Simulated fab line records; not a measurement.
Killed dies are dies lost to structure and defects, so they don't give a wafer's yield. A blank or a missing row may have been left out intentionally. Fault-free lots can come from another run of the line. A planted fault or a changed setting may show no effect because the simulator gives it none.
Tool commonality check + flow nand_harc + 39 wafers sampled across 13 lots

WHY IT WAS OPENED
At NHARC_A_ONON_D1_THK_MEAS_18 the reading thk_nm is flagged on 2 of 13 lots. Fault-free wafers read 1005 nm, with a standard deviation of 7.8.
Rule: a lot is flagged in two cases, either no wafer of it has a number, or all its wafers with numbers fall more than 4 standard deviations from that mean. As for the other lots, they are considered sound.

| lot  | measured     | on            | thk_nm (nm), wafer by wafer | flag    |
|------|--------------|---------------|-----------------------------|---------|
| L105 | day 8 07:27  | film_metro-01 | 1006 1005 1006              |         |
| L106 | day 8 07:28  | film_metro-02 | 1005 1004 1003              |         |
| L110 | day 9 08:53  | film_metro-01 | 707 706 705                 | FLAGGED |
| L113 | day 9 23:42  | film_metro-02 | 699 701 700                 | FLAGGED |
| L115 | day 10 08:58 | film_metro-01 | 999 999 999                 |         |
| L119 | day 11 06:07 | film_metro-01 | 996 998 996                 |         |
| L122 | day 12 01:14 | film_metro-01 | 1009 1008 1009              |         |
| L124 | day 12 10:02 | film_metro-01 | 1008 1010 1009              |         |
| L123 | day 12 18:50 | film_metro-01 | 990 990 990                 |         |
| L126 | day 13 13:14 | film_metro-01 | 1003 1004 1004              |         |
| L127 | day 13 13:33 | film_metro-01 | 1008 1006 1006              |         |
| L125 | day 13 13:35 | film_metro-02 | 1011 1011 1010              |         |
| L128 | day 13 21:49 | film_metro-02 | 1009 1009 1007              |         |
On average the flagged lots' numbers are 703 nm, which is -302 nm against the usual, or -39 standard deviations.

EACH LOT AND THE TOOL IT RAN ON
Before the reading, the record contains 2 process steps out of a 1159-step route. Each cell gives the tool, then ch followed by the chambers the sampled wafers passed through, then the start.
| lot  | flag    | NHARC_A_ZERO_WELL_DESCUM_12        | NHARC_A_ONON_D1_DEP_16           |
|------|---------|------------------------------------|----------------------------------|
| L105 |         | rie_diel-05 ch 0,3, day 6 23:14    | pecvd_onon-04 ch 0, day 8 06:56  |
| L106 |         | rie_diel-06 ch 1,2, day 7 00:40    | pecvd_onon-02 ch 0, day 8 06:58  |
| L110 | FLAGGED | rie_diel-06 ch 0,1,2, day 8 03:32  | pecvd_onon-02 ch 0, day 9 08:25  |
| L113 | FLAGGED | rie_diel-06 ch 0,2,3, day 8 10:40  | pecvd_onon-02 ch 0, day 9 23:12  |
| L115 |         | rie_diel-06 ch 1,2,3, day 9 02:10  | pecvd_onon-04 ch 0, day 10 08:27 |
| L119 |         | rie_diel-08 ch 0,1,2, day 9 21:55  | pecvd_onon-01 ch 0, day 11 05:43 |
| L122 |         | rie_diel-06 ch 0,1,2, day 10 16:01 | pecvd_onon-04 ch 0, day 12 00:43 |
| L124 |         | rie_diel-08 ch 0,2, day 10 23:46   | pecvd_onon-04 ch 0, day 12 09:31 |
| L123 |         | rie_diel-08 ch 0,2,3, day 11 05:39 | pecvd_onon-01 ch 0, day 12 18:24 |
| L126 |         | rie_diel-06 ch 0,2,3, day 12 05:01 | pecvd_onon-04 ch 0, day 13 12:43 |
| L127 |         | rie_diel-05 ch 0,2,3, day 12 05:27 | pecvd_onon-01 ch 0, day 13 13:06 |
| L125 |         | rie_diel-05 ch 2,3, day 12 03:59   | pecvd_onon-04 ch 0, day 13 13:11 |
| L128 |         | rie_diel-08 ch 0,1, day 12 13:24   | pecvd_onon-04 ch 0, day 13 21:19 |
These steps, and what they do:
- NHARC_A_ZERO_WELL_DESCUM_12: chemistry O2, time 3 s.
- NHARC_A_ONON_D1_DEP_16: target thk 1000 nm.
- NHARC_A_ONON_D1_THK_MEAS_18: measures by ellipsometry.

FLAGGED OVER TOTAL, TOOL BY TOOL (the gauges that took the reading come last)
| step                        | tool          | lots run | flagged | share of the flagged lots | sound lots run after its first flagged lot |
|-----------------------------|---------------|----------|---------|---------------------------|--------------------------------------------|
| NHARC_A_ZERO_WELL_DESCUM_12 | rie_diel-05   | 3        | 0       | none                      | -                                          |
| NHARC_A_ZERO_WELL_DESCUM_12 | rie_diel-06   | 6        | 2       | all                       | 3 (L115,L122,L126)                         |
| NHARC_A_ZERO_WELL_DESCUM_12 | rie_diel-08   | 4        | 0       | none                      | -                                          |
| NHARC_A_ONON_D1_DEP_16      | pecvd_onon-01 | 3        | 0       | none                      | -                                          |
| NHARC_A_ONON_D1_DEP_16      | pecvd_onon-02 | 3        | 2       | all                       | 0                                          |
| NHARC_A_ONON_D1_DEP_16      | pecvd_onon-04 | 7        | 0       | none                      | -                                          |
| NHARC_A_ONON_D1_THK_MEAS_18 | film_metro-01 | 9        | 1       | some                      | 7 (L115,L119,L122,L124,L123,L126,L127)     |
| NHARC_A_ONON_D1_THK_MEAS_18 | film_metro-02 | 4        | 1       | some                      | 2 (L125,L128)                              |

THE TABLE: WHAT IT ALLOWS
In 2 table rows, all flagged lots were run: rie_diel-06 (NHARC_A_ZERO_WELL_DESCUM_12), pecvd_onon-02 (NHARC_A_ONON_D1_DEP_16).
- rie_diel-06 at NHARC_A_ZERO_WELL_DESCUM_12 ran 6 lots, 2 of them flagged. After the first flagged lot (L115, L122, L126), sound lots still ran on it; a lasting fault on the whole tool would not permit that.
- pecvd_onon-02 at NHARC_A_ONON_D1_DEP_16 ran 3 lots, 2 of them flagged. A fault beginning between L106 (day 8 06:58), its last sound lot, and L110 (day 9 08:25), its first flagged one, fits the data.
Just one tool remains: pecvd_onon-02 at NHARC_A_ONON_D1_DEP_16.

WHAT THE SIMULATOR HAD PUT IN
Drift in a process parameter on pecvd_onon-02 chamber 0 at NHARC_A_ONON_D1_DEP_16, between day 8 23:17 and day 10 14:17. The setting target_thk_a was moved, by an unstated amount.
Struck lots among those shown: L110, L113. Same finding as the rule above.
